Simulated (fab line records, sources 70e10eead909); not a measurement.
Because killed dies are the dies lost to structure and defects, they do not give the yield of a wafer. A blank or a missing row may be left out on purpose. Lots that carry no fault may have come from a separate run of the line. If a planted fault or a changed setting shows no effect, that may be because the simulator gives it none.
What tool caused it? + flow nandHarc + 32 wafers from 11 lots sampled at 6 of the route's 1159 steps

## WHAT THE GAUGES READ, wafer by wafer
NHARC_P_M1_THK_MEAS_24: measures by xrf. Usual: thkNm reads 158.0 nm (standard deviation 1.6).
| lot  | measured     | on           | thkNm (nm)        | flag |
|------|--------------|--------------|-------------------|------|
| L838 | day 6 05:21  | filmMetro-01 | 156.4 160.9 160.2 |      |
| L842 | day 7 06:55  | filmMetro-02 | 156.6 158.1 158.1 |      |
| L844 | day 7 08:41  | filmMetro-02 | 159.9 159.6 157.2 |      |
| L846 | day 8 01:26  | filmMetro-02 | 155.6 158.3 157.2 |      |
| L847 | day 8 07:36  | filmMetro-01 | 159.8 156.9 155.7 |      |
| L849 | day 8 16:50  | filmMetro-01 | 158.6 161.6 157.3 |      |
| L848 | day 8 17:56  | filmMetro-01 | 154.6 156.2 153.4 |      |
| L850 | day 9 06:37  | filmMetro-01 | 157.5 158.1       |      |
| L851 | day 9 07:44  | filmMetro-02 | 148.0 157.5 156.6 |      |
| L859 | day 11 13:25 | filmMetro-02 | 158.6 158.6 157.7 |      |
| L860 | day 11 14:12 | filmMetro-01 | 157.1 159.5 158.6 |      |

NHARC_END_SORT_01. Usual: defectLimitedYield 95.6 %, standard deviation 1.6; killedAtArray 26, standard deviation 10; killedAtOther 0.5, standard deviation 0.87; killedAtPeriphery 3.0, standard deviation 2.5; killedDies 29, standard deviation 11; killedOpen 3.3, standard deviation 1.9; killedShort 1.8, standard deviation 1.5; sort_bin_2_pct 1.3 %, standard deviation 0.63; sort_bin_3_pct 0.25 %, standard deviation 0.22; sort_bin_4_pct 2.8 %, standard deviation 1.1; sortNPass 648, standard deviation 11; sortRimYieldPct 96.5 %, standard deviation 2.6; sortYieldPct 95.6 %, standard deviation 1.6.
| lot  | measured     | on        | defectLimitedYield (%) | killedAtArray | killedAtOther | killedAtPeriphery | killedDies | killedOpen | killedShort | sort_bin_2_pct (%) | sort_bin_3_pct (%) | sort_bin_4_pct (%) | sortNPass   | sortRimYieldPct (%) | sortYieldPct (%) | flag |
|------|--------------|-----------|------------------------|---------------|---------------|-------------------|------------|------------|-------------|--------------------|--------------------|--------------------|-------------|---------------------|------------------|------|
| L842 | day 20 08:04 | prober-02 | 95.4 95.1 94.4         | 28 30 35      | 1 0 1         | 2 3 2             | 31 33 38   | 4 2 2      | 0 1 0       | 1.2 1.6 1.8        | 0.30 0.30 0.44     | 3.1 3.0 3.4        | 646 644 639 | 98.1 95.3 96.2      | 95.4 95.1 94.4   |      |
| L844 | day 20 12:09 | prober-01 | 96.8 95.7 94.7         | 16 29 34      | 0 0 0         | 6 0 2             | 22 29 36   | 3 1 7      | 1 2 1       | 0.7 1.3 1.9        | 0.15 0.15 0        | 2.4 2.8 3.4        | 655 648 641 | 95.3 96.2 99.1      | 96.8 95.7 94.7   |      |
| L849 | day 22 08:18 | prober-01 | 96.9 96.0 96.0         | 15 23 23      | 1 0 1         | 5 4 3             | 21 27 27   | 4 3 7      | 1 0 3       | 0.9 1.2 0.7        | 0.74 0.15 0.30     | 1.5 2.7 3.0        | 656 650 650 | 96.2 94.3 95.3      | 96.9 96.0 96.0   |      |
| L848 | day 21 21:32 | prober-02 | 93.6 95.0 94.2         | 41 32 38      | 0 1 0         | 2 1 1             | 43 34 39   | 7 5 1      | 0 0 0       | 1.9 2.2 1.3        | 0.44 0.15 0.59     | 4.0 2.7 3.8        | 634 643 638 | 94.3 93.4 99.1      | 93.6 95.0 94.2   |      |
| L851 | day 21 20:42 | prober-01 | 97.0 97.5 98.8         | 16 13 5       | 0 0 1         | 4 4 2             | 20 17 8    | 4 8 3      | 0 3 0       | 0.9 0.4 0.3        | 0.15 0.15 0        | 1.9 1.9 0.9        | 657 660 669 | 95.3 98.1 99.1      | 97.0 97.5 98.8   |      |

## WHICH TOOL RAN EACH LOT (tool, then ch and the chambers of the sampled wafers, then the start)
| lot  | NHARC_P_M0_CMP_23             | NHARC_P_M0_PRE_CLEAN_31        | NHARC_P_M1_ETCH_28                           | NHARC_P_M1_CMP_23             |
|------|-------------------------------|--------------------------------|----------------------------------------------|-------------------------------|
| L838 | cmp-03 ch 0,1,3, day 6 01:01  | pecvd-02 ch 0,1,2, day 6 01:34 | rieDiel-09 ch 0,2,3, day 6 05:02 or earlier  | cmp-01 ch 0,1,3, day 6 05:02  |
| L842 | cmp-03 ch 0,1,2, day 7 02:17  | pecvd-01 ch 0,1, day 7 02:48   | rieDiel-13 ch 0,2,3, day 7 06:37 or earlier  | cmp-03 ch 0,1, day 7 06:37    |
| L844 | cmp-04 ch 1,2,3, day 7 03:56  | pecvd-03 ch 0,1,2, day 7 04:40 | rieDiel-13 ch 0,1,2, day 7 08:22 or earlier  | cmp-03 ch 0,2,3, day 7 08:22  |
| L846 | cmp-04 ch 1,2,3, day 7 20:48  | pecvd-03 ch 0,1, day 7 21:25   | rieDiel-13 ch 0,3, day 8 01:08 or earlier    | cmp-01 ch 0,1,2, day 8 01:08  |
| L847 | cmp-03 ch 0,3, day 8 03:08    | pecvd-02 ch 0,1, day 8 03:41   | rieDiel-13 ch 0,2,3, day 8 07:20 or earlier  | cmp-01 ch 1,2,3, day 8 07:20  |
| L849 | cmp-02 ch 0,1,2, day 8 12:11  | pecvd-01 ch 1,2, day 8 12:43   | rieDiel-13 ch 0,1, day 8 16:32 or earlier    | cmp-02 ch 0,1,2, day 8 16:32  |
| L848 | cmp-04 ch 0,2,3, day 8 12:34  | pecvd-02 ch 0,1,2, day 8 13:05 | rieDiel-09 ch 0,1,3, day 8 17:43 or earlier  | cmp-03 ch 0,2,3, day 8 17:43  |
| L850 | cmp-02 ch 1,3, day 9 02:04    | pecvd-03 ch 1,2, day 9 02:38   | rieDiel-13 ch 0,1, day 9 06:19 or earlier    | cmp-01 ch 1,2, day 9 06:19    |
| L851 | cmp-02 ch 0,1, day 9 03:11    | pecvd-02 ch 0,2, day 9 03:42   | rieDiel-09 ch 0,1,3, day 9 07:27 or earlier  | cmp-01 ch 1,2, day 9 07:27    |
| L859 | cmp-02 ch 0,1,3, day 11 09:01 | pecvd-03 ch 0,1, day 11 09:31  | rieDiel-09 ch 1,2, day 11 13:11 or earlier   | cmp-02 ch 0,2,3, day 11 13:11 |
| L860 | cmp-04 ch 0,1, day 11 09:49   | pecvd-03 ch 1,2, day 11 10:21  | rieDiel-08 ch 0,1,3, day 11 13:59 or earlier | cmp-03 ch 0,1,2, day 11 13:59 |
- NHARC_P_M0_CMP_23: polishes, t overpolish 20 s, target thk 117.53 nm.
- NHARC_P_M0_PRE_CLEAN_31: time 12 s.
- NHARC_P_M1_ETCH_28: etches the open film in CF4/N2, target depth 30 nm, time 72.99 s.
- NHARC_P_M1_CMP_23: polishes, t overpolish 20 s, target thk 157.82 nm.

## WHAT THE TOOLS THEMSELVES READ (means of the sampled wafers that have a number; where no wafer has one, the mark that the record gives instead)
NHARC_P_M0_CMP_23. Usual: edgeZonePressureFrac 1.000, standard deviation 0.0054; motorCurrentA 11.4 A, standard deviation 1.2; padLifeWafers 241, standard deviation 130; retainingRingPressureFrac 1.000, standard deviation 0.0051; slurryFlowMlMin 150.0, standard deviation 0.43; timeToEndpointS 29 s, standard deviation 3.2.
| lot  | tool   | edgeZonePressureFrac | motorCurrentA (A) | padLifeWafers | retainingRingPressureFrac | slurryFlowMlMin | timeToEndpointS (s) | flag |
|------|--------|----------------------|-------------------|---------------|---------------------------|-----------------|---------------------|------|
| L838 | cmp-03 | 1.000                | 11.3              | 193           | 0.999                     | 149.8           | 24                  |      |
| L842 | cmp-03 | 1.001                | 10.3              | 356           | 1.001                     | 149.4           | 31                  |      |
| L844 | cmp-04 | 0.997                | 11.3              | 218           | 1.004                     | 149.8           | 29                  |      |
| L846 | cmp-04 | 1.002                | 11.5              | 302           | 0.999                     | 149.9           | 32                  |      |
| L847 | cmp-03 | 0.997                | 12.1              | 468           | 1.002                     | 149.5           | 28                  |      |
| L849 | cmp-02 | 0.996                | 12.8              | 248           | 0.994                     | 149.7           | 31                  |      |
| L848 | cmp-04 | 1.004                | 11.7              | 398           | 0.998                     | 149.6           | 29                  |      |
| L850 | cmp-02 | 1.000                | 12.2              | 307           | 0.998                     | 150.5           | 30                  |      |
| L851 | cmp-02 | 0.996                | 12.8              | 313           | 1.000                     | 150.4           | 27                  |      |
| L859 | cmp-02 | 1.005                | 12.3              | 122           | 1.000                     | 149.7           | 29                  |      |
| L860 | cmp-04 | 0.995                | 11.0              | 234           | 1.001                     | 150.0           | 28                  |      |

NHARC_P_M0_PRE_CLEAN_31. Usual: heaterPowerW reads 644 W (standard deviation 62).
| lot  | tool     | heaterPowerW (W) | flag |
|------|----------|------------------|------|
| L838 | pecvd-02 | 615              |      |
| L842 | pecvd-01 | 643              |      |
| L844 | pecvd-03 | 620              |      |
| L846 | pecvd-03 | 705              |      |
| L847 | pecvd-02 | 626              |      |
| L849 | pecvd-01 | 710              |      |
| L848 | pecvd-02 | 639              |      |
| L850 | pecvd-03 | 638              |      |
| L851 | pecvd-02 | 677              |      |
| L859 | pecvd-03 | 667              |      |
| L860 | pecvd-03 | 670              |      |

NHARC_P_M1_ETCH_28. Usual: drypumpMotorCurrentA 5.9 A, standard deviation 0.41; oesProductAu 0.998 a.u., standard deviation 0.01; rfVppV 313.9 V, standard deviation 1.9; showerheadPlenumPTorr 2.61 Torr, standard deviation 0.11; throttleValvePct 19.793 %, standard deviation 0.0086.
| lot  | tool       | drypumpMotorCurrentA (A) | oesProductAu (a.u.) | rfVppV (V) | showerheadPlenumPTorr (Torr) | throttleValvePct (%) | flag |
|------|------------|--------------------------|---------------------|------------|------------------------------|----------------------|------|
| L838 | rieDiel-09 | 5.6                      | 1.006               | 313.2      | 2.61                         | 19.799               |      |
| L842 | rieDiel-13 | 6.2                      | 0.989               | 312.7      | 2.56                         | 19.792               |      |
| L844 | rieDiel-13 | 6.0                      | 1.005               | 312.4      | 2.56                         | 19.785               |      |
| L846 | rieDiel-13 | 6.3                      | 0.988               | 313.7      | 2.58                         | 19.792               |      |
| L847 | rieDiel-13 | 6.2                      | 0.994               | 313.3      | 2.56                         | 19.792               |      |
| L849 | rieDiel-13 | 6.1                      | 0.998               | 313.0      | 2.57                         | 19.800               |      |
| L848 | rieDiel-09 | 5.5                      | 1.001               | 315.3      | 2.69                         | 19.791               |      |
| L850 | rieDiel-13 | 6.0                      | 0.998               | 314.6      | 2.59                         | 19.794               |      |
| L851 | rieDiel-09 | 5.4                      | 0.995               | 315.1      | 2.69                         | 19.790               |      |
| L859 | rieDiel-09 | 5.5                      | 1.006               | 315.0      | 2.64                         | 19.796               |      |
| L860 | rieDiel-08 | 5.7                      | 0.993               | 313.6      | 2.53                         | 19.791               |      |

NHARC_P_M1_CMP_23. Usual: edgeZonePressureFrac 1.000, standard deviation 0.0053; motorCurrentA 11.9 A, standard deviation 1.2; padLifeWafers 306, standard deviation 170; retainingRingPressureFrac 1.000, standard deviation 0.0045; slurryFlowMlMin 150.0, standard deviation 0.43; timeToEndpointS 28.7 s, standard deviation 2.8.
| lot  | tool   | edgeZonePressureFrac | motorCurrentA (A) | padLifeWafers | retainingRingPressureFrac | slurryFlowMlMin | timeToEndpointS (s) | flag |
|------|--------|----------------------|-------------------|---------------|---------------------------|-----------------|---------------------|------|
| L838 | cmp-01 | 1.003                | 11.7              | 67            | 1.000                     | 149.9           | 29.8                |      |
| L842 | cmp-03 | 1.004                | 11.5              | 380           | 1.000                     | 149.8           | 26.7                |      |
| L844 | cmp-03 | 1.000                | 10.7              | 391           | 1.000                     | 150.1           | 29.8                |      |
| L846 | cmp-01 | 1.002                | 12.4              | 362           | 0.997                     | 150.0           | 28.2                |      |
| L847 | cmp-01 | 1.004                | 13.1              | 410           | 1.000                     | 150.0           | 26.2                |      |
| L849 | cmp-02 | 1.004                | 12.8              | 266           | 1.000                     | 150.1           | 32.4                |      |
| L848 | cmp-03 | 1.000                | 10.9              | 21            | 1.000                     | 150.3           | 27.8                |      |
| L850 | cmp-01 | 1.002                | 13.2              | 542           | 0.998                     | 150.0           | 26.4                |      |
| L851 | cmp-01 | 0.999                | 13.6              | 553           | 1.003                     | 149.9           | 21.5                |      |
| L859 | cmp-02 | 1.008                | 12.4              | 147           | 1.001                     | 150.1           | 31.0                |      |
| L860 | cmp-03 | 1.005                | 10.3              | 447           | 1.001                     | 149.7           | 29.1                |      |

## THE ANSWER, worked out from the rows above alone
Rule: a lot is off if the mean of its wafers that have a number lies more than 3 standard deviations from the usual mean. Also off: a lot with no number at a reading for which 4 or more lots have one. Any other lot the step has rows for is counted as sound. After the gauges, taken in route order, come the tools' own readings; for these a lot's mean is taken, as printed above. At the first step where some lot is off, the reading lying furthest off is the one used; lots without a number count as furthest.
Nothing can be told from this: no lot is off at any reading shown.

## WHAT THE SIMULATOR HAD INSERTED
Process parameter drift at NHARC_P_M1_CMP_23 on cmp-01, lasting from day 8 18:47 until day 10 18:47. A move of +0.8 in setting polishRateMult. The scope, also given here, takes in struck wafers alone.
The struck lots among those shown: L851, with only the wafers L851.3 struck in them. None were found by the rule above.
